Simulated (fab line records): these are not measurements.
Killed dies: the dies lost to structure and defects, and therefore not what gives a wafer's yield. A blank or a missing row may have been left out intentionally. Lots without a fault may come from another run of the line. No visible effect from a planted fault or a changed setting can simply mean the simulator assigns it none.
Struck lot and sound lot, side by side	flow nand-harc	13 out of 1302 route steps
Sound: the wafers L232.1, L232.3, L232.6. The struck wafers were L225.1, L225.2, L225.5. The cause is given at the end.
Order at every step that has rows: each side's tool, ch and its chambers, its first start. Under that, the readings that differ: sound wafers	struck wafers	difference of the means	sigmas: that difference in standard deviations of wafers without a fault.
alike: readings with means less than 2 such deviations apart, plus words and numbers identical on both sides. not compared: withheld readings, readings lacking a value on some wafer, bounds such as >300 that could conceal the same value, and numbers that have no deviation in the record and whose values overlap.
Wherever a step has rows on one side only, a row that says differs or no value, or a row with sigmas, the two part there. Non-overlapping numbers with no deviation appear without sigmas and do not part them. Lack of a reading on every wafer of one side parts them only where that side has two or more wafers.

first, 1 step without rows for these wafers: NHARC_THIN_TSV_SRD_23.
NHARC_THIN_TSV_DEGAS_53: time 60 s.
  struck on pvd-sputter-02, day 27 12:28; sound on pvd-sputter-01, day 30 03:38
  alike: heater-power-w
NHARC_THIN_TSV_PRE_CLEAN_54: time 30 s.
  struck on pvd-sputter-02, day 27 12:31; sound on pvd-sputter-01, day 30 03:43
  alike: heater-power-w
then, 8 steps without rows for these wafers: NHARC_THIN_TSV_PVD_55 (deposits TiN, target thk 50 nm); NHARC_THIN_TSV_PVD_24 (deposits Al, target thk 800 nm); NHARC_THIN_TSV_DEHYDRATE_25 (time 120 s); NHARC_THIN_TSV_HMDS_26 (time 30 s); NHARC_THIN_TSV_COAT_27; NHARC_THIN_TSV_SOFTBAKE_28 (time 95 s); NHARC_THIN_TSV_EBR_29; NHARC_THIN_TSV_EXPOSE_30 (exposes mask PAD).
NHARC_THIN_TSV_PEB_31: peb time 85 s.
  sound on litho-track-02 ch 0, day 30 04:42; struck on litho-track-02, day 27 13:22
  no value came back on the struck wafers for chill-plate-temp-C (C), exhaust-pa (Pa); on the sound wafers chill-plate-temp-C (C) reads 22.90 22.93 22.88
then, 1 step without rows for these wafers: NHARC_THIN_TSV_DEVELOP_32 (time 70 s).

WHERE THEY PART
Within this record, at NHARC_THIN_TSV_PEB_31 only.

WHY: what the simulator had put in
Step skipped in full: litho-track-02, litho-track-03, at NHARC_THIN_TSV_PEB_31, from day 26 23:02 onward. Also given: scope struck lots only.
